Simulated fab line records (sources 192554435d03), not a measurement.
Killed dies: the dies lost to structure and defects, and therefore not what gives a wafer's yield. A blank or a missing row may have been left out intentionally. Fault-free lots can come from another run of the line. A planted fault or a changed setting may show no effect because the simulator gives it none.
One fault seen from 2 desks | flow n5Finfet | what lay behind the numbers comes last; until then each desk has only its own

AT THE METROLOGY DESK
Lot by lot, what the gauges showed, no matter which tool ran the lot: averages of those sampled wafers that carry a number. A lot is out of limits, marked OUT, if its mean lies more than 4 standard deviations from the usual mean; the brackets give that distance.
Columns: A = SDB_OVL at N5_SDB_OVL_MEAS_12, usual 0.2 nm
lot  | first seen here | A
L761 | day 4 11:28     | 0.3
L762 | day 4 18:44     | 0.9
L763 | day 5 01:10     | 0.2
L764 | day 5 07:09     | -0.2
L767 | day 5 23:21     | -0.4
L771 | day 7 00:08     | -0.0
L772 | day 7 08:14     | 0.0
L775 | day 7 23:35     | 1.1
L776 | day 8 06:35     | 0.3
L777 | day 8 11:32     | 0.3
L778 | day 8 19:41     | 0.7
L780 | day 9 05:43     | 1.1
This desk's verdict: no lot among the 12 shows anything out of limits.

THE TOOL OWNER'S DESK: lithoTrack-04
The tool's own readings at N5_SDB_COAT_04 (time 60 s, resist thk 18 nm): means of the sampled wafers that have a number, for each lot that ran on this tool. A lot is out of limits, marked OUT, if its mean lies more than 4 standard deviations from the usual mean; the brackets give that distance.
Columns: A = heaterPowerTotalW at N5_SDB_COAT_04, usual 427.5 W; B = runLengthS at N5_SDB_COAT_04, usual 66.50 s
lot  | first seen here | A               | B
L762 | day 4 18:28     | 427.7           | 66.49
L764 | day 5 06:53     | 427.7           | 66.43
L771 | day 6 23:45     | 460.6 (+14) OUT | 59.29 (-60) OUT
L772 | day 7 07:50     | 459.5 (+14) OUT | 59.21 (-61) OUT
This desk's verdict: out of limits on L771, L772, starting with L771 at day 6 23:45 (heaterPowerTotalW at N5_SDB_COAT_04). L762, L764: within limits.

ALL TOGETHER
The tool owner's desk had the chance to raise an alarm at day 6 23:45 on L771, L772.
Nothing out of limits was seen by the metrology desk.
The metrology desk has L771, L772 on record, within its limits.
The lots listed all ran N5_SDB_COAT_04 on lithoTrack-04.

WHAT WAS PUT IN BY THE SIMULATOR
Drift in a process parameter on lithoTrack-04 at N5_SDB_COAT_04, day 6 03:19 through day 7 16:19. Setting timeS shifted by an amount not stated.
Struck lots among those shown: L771, L772.
Hours from the fault's start to each desk's first reading out of limits: the tool owner's desk, 20.
